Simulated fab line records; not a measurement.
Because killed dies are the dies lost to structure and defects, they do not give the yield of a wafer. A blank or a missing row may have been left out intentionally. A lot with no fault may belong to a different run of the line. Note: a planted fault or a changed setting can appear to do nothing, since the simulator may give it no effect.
fab line records    flow n5Finfet
[record] lots = 8  wafers = 24  lastDay = 20
route steps=1938 shown MOL_CONTACT_COAG@577 BEOL_M4@1111 PASSIVATION@1936
lots that met no fault: taken from a fault-free run of the same line
startH: the number of hours between the record's first day and the start of the first shown wafer of the lot    waitH: how many hours have passed since the lot's step before this one    " repeats the value in the row above    L1.1+2: one row covering several wafers at once    - value missing, or start not given    * or withheld: withheld    < > ~ a bound
route shown NAME@n: names a module that has steps shown in the file, with the first one's number in the route    usual: average and standard deviation across the fault-free wafers    same: alike in all rows    chamber/n: place in a boat    sites: the reading at each site    _std_site: standard deviation of those values    _edge_site: the outer-site mean with the inner-site mean subtracted    radiusMm: for every site, how far away it sits from the centre of the wafer    mask NAME#n: copy n    behind: the tool/chamber that last shaped the wafer    hold: the reason the lot was held/the length of the hold in hours/how it ended    device: the transistor (n, p or np) that didn't switch    end of line: tests run on the same wafers once the route is complete    a step with no rows: only its recipe    killed: dies that structure and defects cost at the first sort, which is not the same as the wafer's yield    map: a wafer's dies, x killed, . not, _ none there
set.NAME: setting as actually run; set.NAME@STEP: the setting as run at that earlier step    model.NAME: the simulator's own value behind a step, which no gauge read
steps of the route over a sample of lots; a table a step, a row a wafer
services: when a tool's chamber went out of use (startH, in hours from the record's first day, below 0 if earlier), for how many hours, and the reason
[[steps]]
[step N5_MOL_CONTACT_COAG_ETCH_89]
[recipe] chemistry = N2/H2  target = underlayer  targetDepthA = 130  maskMaterial = CAR-EUV  timeS = 10.4  ionEnergyEv = 200  pressureMtorr = 30  sourceW = 840  biasW = 150  n2FlowSccm = 200  h2FlowSccm = 200  ends = cleared
[usual] drypumpMotorCurrentA = 5.6/0.43  etchRfOnTimeS = 10.43/0.22  oesProductAu = 0.65/0.061  rfVppV = 523.6/2.7  showerheadPlenumPTorr = 2.54/0.097  throttleValvePct = 17.85/0.2
lot.wafer  tool        chamber  startH  waitH  drypumpMotorCurrentA  etchRfOnTimeS  oesProductAu  rfHoursCounterH  rfVppV  showerheadPlenumPTorr  throttleValvePct
L449.1     rieDiel-02  3        111.99  0.0    5.7                   10.47          0.60          212              527.5   2.64                   17.86
L449.2     "           0        "       "      5.3                   10.21          0.65          162              524.8   2.53                   17.67
L449.5     "           3        "       "      5.7                   10.54          0.61          -                527.2   2.64                   17.87
L450.1     rieDiel-02  0        114.90  0.0    5.3                   10.24          0.64          163              523.7   2.53                   17.68
L450.3     "           3        "       "      5.7                   10.63          0.60          213              527.2   2.64                   17.85
L450.5     "           0        "       "      5.3                   10.28          0.65          -                523.3   2.53                   17.67
L452.1     rieDiel-02  1        128.53  0.0    5.7                   10.25          0.69          115              520.7   2.45                   17.74
L452.2     "           3        "       "      5.7                   10.56          0.60          217              526.7   2.64                   17.89
L452.6     "           3        "       "      5.7                   10.57          0.60          -                523.6   2.64                   17.88
L466.1     rieDiel-01  3        210.11  0.0    4.9                   10.26          0.72          68               527.8   2.69                   17.66
L466.4     "           2        "       "      6.4                   10.36          0.73          -                528.3   2.70                   17.87
L466.5     "           0        "       "      4.9                   10.87          0.60          -                523.5   2.50                   17.86
L467.1     rieDiel-01  0        215.03  0.0    4.9                   10.88          0.60          209              523.5   2.50                   17.88
L467.5     "           1        "       "      5.3                   10.36          0.82          -                525.3   2.50                   17.66
L467.6     "           0        "       "      5.0                   10.91          0.60          -                522.3   2.50                   17.89
L468.2     rieDiel-02  2        225.09  0.0    5.9                   10.77          0.58          241              521.6   2.40                   18.24
L468.3     "           0        "       "      5.3                   10.26          0.62          201              523.5   2.51                   17.72
L468.5     "           0        "       "      5.3                   10.26          0.62          -                524.1   2.51                   17.73
L469.1     rieDiel-01  0        236.43  0.0    4.9                   10.79          0.60          212              522.7   2.50                   17.88
L469.3     "           2        "       "      6.4                   10.37          0.73          65               527.5   2.70                   17.85
L469.5     "           2        "       "      6.4                   10.36          0.72          -                528.4   2.70                   17.85
L470.1     rieDiel-02  0        236.72  0.0    5.3                   10.09          0.63          208              522.4   2.51                   17.75
L470.2     "           2        "       "      5.9                   10.67          0.58          248              519.8   2.40                   18.26
L470.3     "           1        "       "      5.7                   10.20          0.65          156              521.1   2.44                   17.79
[step N5_MOL_CONTACT_COAG_ETCH_91]
[recipe] chemistry = N2/H2  target = SOC  targetDepthA = 600  overetchA = 210  maskMaterial = SiARC  tempC = 40  timeS = 101.2  ionEnergyEv = 200  pressureMtorr = 30  sourceW = 840  biasW = 150  n2FlowSccm = 200  h2FlowSccm = 200
[usual] drypumpMotorCurrentA = 5.6/0.44  oesProductAu = 0.66/0.069  rfVppV = 524.2/2.9  showerheadPlenumPTorr = 2.56/0.11  throttleValvePct = 17.79/0.2
lot.wafer  tool        chamber  startH  waitH  drypumpMotorCurrentA  oesProductAu  rfHoursCounterH  rfVppV  showerheadPlenumPTorr  throttleValvePct
L449.1     rieDiel-04  0        112.42  0.0    5.7                   0.57          251              519.1   2.41                   18.03
L449.2     "           3        "       "      5.8                   0.64          128              525.1   2.56                   17.80
L449.5     "           3        "       "      5.8                   0.64          -                524.7   2.56                   17.83
L450.1     rieDiel-01  3        115.30  0.0    4.9                   0.73          32               528.9   2.71                   17.58
L450.3     "           0        "       "      4.9                   0.63          172              522.8   2.51                   17.79
L450.5     "           2        "       "      6.4                   0.77          -                529.0   2.72                   17.75
L452.1     rieDiel-02  1        128.84  0.0    5.7                   0.66          115              521.0   2.45                   17.70
L452.2     "           3        "       "      5.7                   0.59          217              526.1   2.64                   17.84
L452.6     "           0        "       "      5.3                   0.63          -                522.0   2.53                   17.63
L466.1     rieDiel-02  3        210.70  0.0    5.7                   0.58          243              527.2   2.63                   17.90
L466.4     "           1        "       "      5.6                   0.64          143              520.9   2.44                   17.74
L466.5     "           0        "       "      5.3                   0.61          -                524.1   2.52                   17.69
L467.1     rieDiel-04  3        215.35  0.0    5.8                   0.62          173              524.1   2.54                   17.89
L467.5     "           2        "       "      5.8                   0.70          -                522.8   2.47                   17.48
L467.6     "           0        "       "      5.7                   0.76          -                528.4   2.71                   17.70
L468.2     rieDiel-02  0        225.62  0.0    5.3                   0.61          202              523.0   2.51                   17.69
L468.3     "           2        "       "      5.9                   0.57          241              519.6   2.40                   18.20
L468.5     "           0        "       "      5.3                   0.60          -                524.3   2.51                   17.70
L469.1     rieDiel-01  1        236.75  0.0    5.3                   0.80          4                522.5   2.50                   17.61
L469.3     "           2        "       "      6.4                   0.70          65               527.6   2.70                   17.81
L469.5     "           2        "       "      6.4                   0.71          -                528.2   2.70                   17.81
L470.1     rieDiel-02  2        237.08  0.0    5.9                   0.57          248              520.3   2.40                   18.24
L470.2     "           0        "       "      5.3                   0.60          209              523.3   2.51                   17.71
L470.3     "           1        "       "      5.7                   0.64          156              520.9   2.44                   17.77
[step N5_MOL_CONTACT_COAG_VIA_ETCH_46]
[recipe] chemistry = C4F6/O2  targetDepthA = 460  overetchA = 92  maskMaterial = SOC  target = SiO2  biasW = 455  pressureMtorr = 10  timeS = 40  sourceW = 325  Ar_flow_sccm = 300  C4F6_flow_sccm = 10  O2_flow_sccm = 10  ionEnergyEv = 575.3  ends = endPoint
[usual] drypumpMotorCurrentA = 5.6/0.44  oesProductAu = 0.70/0.074  rfVppV = 1585/28  showerheadPlenumPTorr = 2.86/0.11  throttleValvePct = 40.9/0.35
lot.wafer  tool        chamber  startH  waitH  drypumpMotorCurrentA  oesProductAu  rfHoursCounterH  rfVppV  showerheadPlenumPTorr  throttleValvePct
L449.1     rieDiel-04  0        112.54  0.0    5.7                   0.61          252              1593    2.66                   40.2
L449.2     "           3        "       "      5.8                   0.69          128              1578    2.87                   40.8
L449.5     "           3        "       "      5.8                   0.69          -                1578    2.87                   40.8
L450.1     rieDiel-01  3        115.43  0.0    4.9                   0.79          32               1571    3.00                   40.6
L450.3     "           0        "       "      4.9                   0.67          172              1614    2.84                   41.5
L450.5     "           2        "       "      6.4                   0.82          -                1629    3.04                   41.1
L452.1     rieDiel-02  1        128.97  0.0    5.7                   0.71          115              1588    2.76                   41.3
L452.2     "           3        "       "      5.7                   0.63          217              1593    2.95                   41.1
L452.6     "           0        "       "      5.3                   0.66          -                1566    2.85                   41.1
L466.1     rieDiel-02  3        210.82  0.0    5.6                   0.61          243              1591    2.94                   41.1
L466.4     "           1        "       "      5.7                   0.70          143              1586    2.75                   41.3
L466.5     "           0        "       "      5.3                   0.65          -                1563    2.84                   41.1
L467.1     rieDiel-04  3        215.47  0.0    5.8                   0.64          173              1578    2.85                   40.8
L467.5     "           2        "       "      5.7                   0.74          -                1559    2.79                   40.4
L467.6     "           0        "       "      5.7                   0.81          -                1617    2.99                   40.4
L468.2     rieDiel-02  0        225.74  0.0    5.3                   0.63          202              1564    2.84                   41.1
L468.3     "           2        "       "      5.9                   0.62          241              1531    2.68                   40.8
L468.5     "           0        "       "      5.3                   0.66          -                1564    2.84                   41.1
L469.1     rieDiel-01  1        236.88  0.0    5.3                   0.83          4                1602    2.78                   40.6
L469.3     "           2        "       "      6.4                   0.76          65               1626    3.02                   41.2
L469.5     "           2        "       "      6.4                   0.75          -                1627    3.02                   41.2
L470.1     rieDiel-02  2        237.20  0.0    5.9                   0.61          248              1532    2.68                   40.8
L470.2     "           0        "       "      5.3                   0.63          209              1564    2.83                   41.1
L470.3     "           1        "       "      5.7                   0.68          157              1585    2.74                   41.3
[step N5_MOL_CONTACT_COAG_INSPECT_42]
[recipe] mode = adi  inspectInstrument = brightfield
[usual] rawDefectCount = 218/63
lot.wafer  tool              chamber  startH  waitH  rawDefectCount
L449.1     defectInspect-02  -        113.41  0.1    173
L449.2     "                 -        "       "      190
L449.5     "                 -        "       "      159
L450.1     defectInspect-02  -        116.22  0.1    127
L450.3     "                 -        "       "      202
L450.5     "                 -        "       "      143
L452.1     defectInspect-02  -        129.83  0.1    553
L452.2     "                 -        "       "      272
L452.6     "                 -        "       "      208
L466.1     defectInspect-01  -        211.56  0.1    219
L466.4     "                 -        "       "      375
L466.5     "                 -        "       "      289
L467.1     defectInspect-01  -        216.22  0.1    214
L467.5     "                 -        "       "      226
L467.6     "                 -        "       "      243
L468.2     defectInspect-02  -        226.48  0.0    119
L468.3     "                 -        "       "      180
L468.5     "                 -        "       "      233
L469.1     defectInspect-01  -        237.74  0.1    287
L469.3     "                 -        "       "      258
L469.5     "                 -        "       "      238
L470.1     defectInspect-02  -        237.95  0.1    164
L470.2     "                 -        "       "      234
L470.3     "                 -        "       "      168
[step N5_MOL_CONTACT_COAG_ALD_133]
[recipe] material = SiO2  targetThkA = 50  tempC = 100  aldPrecursorFamily = BDEAS  aldCoReactant = O2-plasma  pulseTimeS = 1  coReactantPulseTimeS = 1  purgeTimeS = 2  coReactantPurgeTimeS = 2  aldCycles = 35  pressureTorr = 2
[usual] heaterPowerW = 81/6.4  precursorPulseHeightRel = 1.002/0.021  susceptorTempC = 100.03/0.14
lot.wafer  tool       chamber  startH  waitH  heaterPowerW  precursorPulseHeightRel  susceptorTempC
L449.1     aldSin-04  0        113.84  0.3    82            0.996                    99.81
L449.2     "          3        "       "      74            1.025                    100.02
L449.5     "          1        "       "      77            1.017                    100.08
L450.1     aldSin-01  2        116.39  0.1    74            0.980                    99.97
L450.3     "          0        "       "      87            0.972                    100.40
L450.5     "          0        "       "      88            0.992                    100.10
L452.1     aldSin-04  2        130.00  0.1    91            1.007                    100.00
L452.2     "          1        "       "      78            0.984                    99.92
L452.6     "          1        "       "      77            1.017                    99.87
L466.1     aldSin-01  3        211.86  0.1    72            1.009                    100.23
L466.4     "          0        "       "      87            0.992                    100.03
L466.5     "          3        "       "      73            1.010                    100.16
L467.1     aldSin-02  0        216.39  0.1    91            0.979                    100.01
L467.5     "          0        "       "      93            1.008                    99.81
L467.6     "          1        "       "      78            1.021                    99.84
L468.2     aldSin-01  3        227.93  0.1    74            1.030                    99.94
L468.3     "          1        "       "      82            0.986                    99.90
L468.5     "          0        "       "      89            1.008                    99.92
L469.1     aldSin-01  1        238.09  0.1    83            0.956                    100.14
L469.3     "          0        "       "      88            1.010                    100.06
L469.5     "          0        "       "      87            1.034                    100.13
L470.1     aldSin-04  1        238.13  0.1    78            1.002                    100.00
L470.2     "          3        "       "      74            0.978                    100.00
L470.3     "          2        "       "      93            1.022                    100.04
[step N5_BEOL_M4_RC_MEAS_101]
[usual] DIBL_N = 36.7/1.8  DIBL_P = 37.0/2.4  IOFF_N = 0.17/0.036  IOFF_P = 0.22/0.042  ION_N = 673/12  ION_P = 462/8.5  SS_N = 71.7/0.62  SS_P = 73.4/0.65  VT_N = 250/3.7  VT_P = -250/3.7
lot.wafer  tool       chamber  startH  waitH  DIBL_N[mV/V]  DIBL_P[mV/V]  IOFF_N[nA/um]  IOFF_P[nA/um]  ION_N[uA/um]  ION_P[uA/um]  SS_N[mV/dec]  SS_P[mV/dec]  VT_N[mV]  VT_P[mV]
L449.1     prober-02  0        195.99  0.0    36.8          37.0          0.15           0.20           660           460           72.2          73.1          252       -253
L449.2     "          0        "       "      36.4          36.0          0.14           0.18           666           460           71.8          73.5          253       -255
L449.5     "          0        "       "      38.0          38.4          0.18           0.21           667           457           72.5          73.6          251       -253
L452.1     prober-01  0        204.56  0.0    37.7          38.4          0.17           0.21           670           455           72.2          73.5          251       -253
L452.2     "          0        "       "      34.6          34.7          0.13           0.16           671           456           71.1          72.0          252       -255
L452.6     "          0        "       "      35.9          35.1          0.14           0.17           655           447           71.1          73.6          252       -254
L450.1     prober-02  0        211.89  0.0    38.2          38.0          0.18           0.24           671           462           72.3          73.9          249       -246
L450.3     "          0        "       "      35.4          34.7          0.13           0.20           674           470           71.2          72.7          253       -248
L450.5     "          0        "       "      36.1          35.7          0.15           0.21           661           462           71.0          72.8          250       -251
L467.1     prober-01  0        300.55  0.0    35.7          34.9          0.15           0.19           678           461           71.4          73.1          251       -249
L467.5     "          0        "       "      36.7          36.2          0.17           0.22           686           464           71.0          73.8          250       -249
L467.6     "          0        "       "      32.1          30.0          0.10           0.14           662           456           70.7          72.4          256       -255
L466.1     prober-02  0        300.73  0.0    39.0          38.1          0.20           0.21           679           459           72.0          72.6          248       -252
L466.4     "          0        "       "      38.3          37.9          0.18           0.22           678           469           72.0          73.0          247       -251
L466.5     "          0        "       "      39.3          38.2          0.21           0.22           677           456           72.1          73.0          248       -249
L468.2     prober-02  0        302.50  0.2    38.1          36.4          0.17           0.25           687           471           71.4          73.9          247       -248
L468.3     "          0        "       "      39.6          38.4          0.20           0.29           671           462           72.5          73.2          250       -247
L468.5     "          0        "       "      37.0          35.7          0.15           0.23           683           470           70.7          73.3          249       -248
L469.1     prober-02  0        330.73  0.0    37.6          38.4          0.18           0.24           684           467           72.0          72.7          248       -250
L469.3     "          0        "       "      36.9          37.5          0.16           0.22           671           460           71.8          73.1          249       -254
L469.5     "          0        "       "      36.6          37.7          0.16           0.23           676           469           71.8          73.9          249       -251
L470.1     prober-01  0        355.73  0.0    36.6          36.4          0.15           0.19           669           454           71.8          72.8          251       -252
L470.2     "          0        "       "      36.8          35.9          0.16           0.20           682           464           71.9          73.6          248       -253
L470.3     "          0        "       "      35.9          35.0          0.14           0.18           670           455           71.6          73.4          251       -254
[step N5_PASSIVATION_PROBE_49]
[usual] defectLimitedYield = 91.1/1.4  killed_at_M0_to_M3 = 32/9.3  killed_at_M4_up = 13/5.8  killedAtContacts = 12/6.3  killedAtFrontEnd = 44/12  killedAtOther = 3.6/2.7  killedDies = 104/17  killedOnRim = 14/3.9  killedOpen = 69/13  killedShort = 34/6.9  sort_bin_5_function = 5.2/0.98  sort_bin_6_memory = 3.3/0.59  sortNPass = 1075/17  sortYieldPct = 91.1/1.4
[same] grossDies = 1180  killedAtBackSide = 0  sort_bin_4_leakage[%] = 0  sort_bin_8_speed[%] = 0
lot.wafer  tool       chamber  startH  waitH  defectLimitedYield[%]  killed_at_M0_to_M3  killed_at_M4_up  killedAtContacts  killedAtFrontEnd  killedAtOther  killedDies  killedOnRim  killedOpen  killedShort  sort_bin_5_function[%]  sort_bin_6_memory[%]  sortNPass  sortYieldPct[%]
L452.1     prober-01  -        307.96  0.0    84.0                   25                  12               91                56                5              189         29           77          33           10.1                    4.3                   991        84.0
L452.2     prober-01  -        308.01  0.1    92.8                   18                  8                6                 52                1              85          15           62          22           4.2                     2.9                   1095       92.8
L452.6     prober-01  -        308.21  0.3    88.6                   30                  11               13                76                4              134         24           88          46           7.5                     3.5                   1046       88.6
// killed by level:class
L452.1 MOL_CONTACT_COAG:unspecified=78 STI_FIN_REVEAL:geometricParticle:open=32 MOL_CONTACT_COAG:geometricParticle:open=10 STI_FIN_REVEAL:geometricParticle:short=9 BEOL_M0_SAQP:geometricParticle:open=7 BEOL_M2:geometricParticle:open=7 BEOL_M0_SAQP:geometricParticle:short=6 GATE_CUT:geometricParticle:short=4
L452.2 STI_FIN_REVEAL:geometricParticle:open=17 GATE_CUT:geometricParticle:short=7 GATE_CUT:geometricParticle:open=7 MOL_CONTACT_COAG:geometricParticle:open=6 BEOL_M0:geometricParticle:open=5 BEOL_M2:geometricParticle:open=5 FIN_SAQP:geometricParticle:short=4 DUMMY_GATE:geometricParticle:open=4
L452.6 STI_FIN_REVEAL:geometricParticle:open=27 GATE_CUT:geometricParticle:short=12 BEOL_M2:geometricParticle:open=10 MOL_CONTACT_COAG:geometricParticle:open=8 GATE_CUT:geometricParticle:open=7 BEOL_M0_SAQP:geometricParticle:short=6 FIN_SAQP:geometricParticle:short=5 FIN_SAQP:geometricParticle:open=5
[[services]]
tool        chamber  startH  hours  kind
aldSin-01   0        99.25   -      clean
aldSin-01   1        99.25   -      clean
aldSin-01   2        99.25   -      clean
aldSin-01   3        99.25   -      clean
rieDiel-04  1        107.92  4.6    repair
rieDiel-04  0        112.71  -      clean
rieDiel-04  0        112.71  -      consumableReplace:focusRing
rieDiel-04  0        112.71  -      consumableReplace:showerhead
rieDiel-04  0        112.71  17.8   scheduledDown
rieDiel-04  0        112.71  17.8   ventCycle
aldSin-02   -        122.03  1.1    repair
aldSin-02   -        148.80  0.9    repair
rieDiel-04  2        158.20  4.0    repair
rieDiel-04  1        175.91  66.9   repair
rieDiel-01  1        192.52  -      clean
rieDiel-01  1        192.52  -      consumableReplace:focusRing
aldSin-01   3        199.16  1.6    repair
aldSin-04   0        215.36  32.4   repair
rieDiel-01  -        218.42  14.6   pm
rieDiel-02  3        223.86  -      clean
rieDiel-02  3        223.86  -      consumableReplace:focusRing
rieDiel-02  3        223.86  20.6   scheduledDown
rieDiel-02  3        223.86  20.6   ventCycle
aldSin-02   -        235.26  2.0    repair
[[key]]
[firstSign] step = N5_MOL_CONTACT_COAG_INSPECT_42  reading = rawDefectCount  direction = up  sigmas = 5.3  usual = 218  struck = 553
[effect] step = N5_PASSIVATION_PROBE_49  reading = killedAtContacts  direction = up  sigmas = 12  usual = 12  struck = 91
[moreKillsBornAt] N5_MOL_CONTACT_COAG_ETCH_89@rieDiel-02 = 78
metAt N5_MOL_CONTACT_COAG_ETCH_89
struckLots L452
struckWafers L452.1
notActingAt N5_MOL_CONTACT_COAG_ETCH_91,N5_MOL_CONTACT_COAG_VIA_ETCH_46,N5_MOL_CONTACT_COAG_ALD_133
[fault] kind = chamberParticleSource  tool = rieDiel-02  chamber = 1  onsetH = 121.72  steps = N5_MOL_CONTACT_COAG_ETCH_89  ratePerVisitCm2 = 0.40752  endH = 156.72
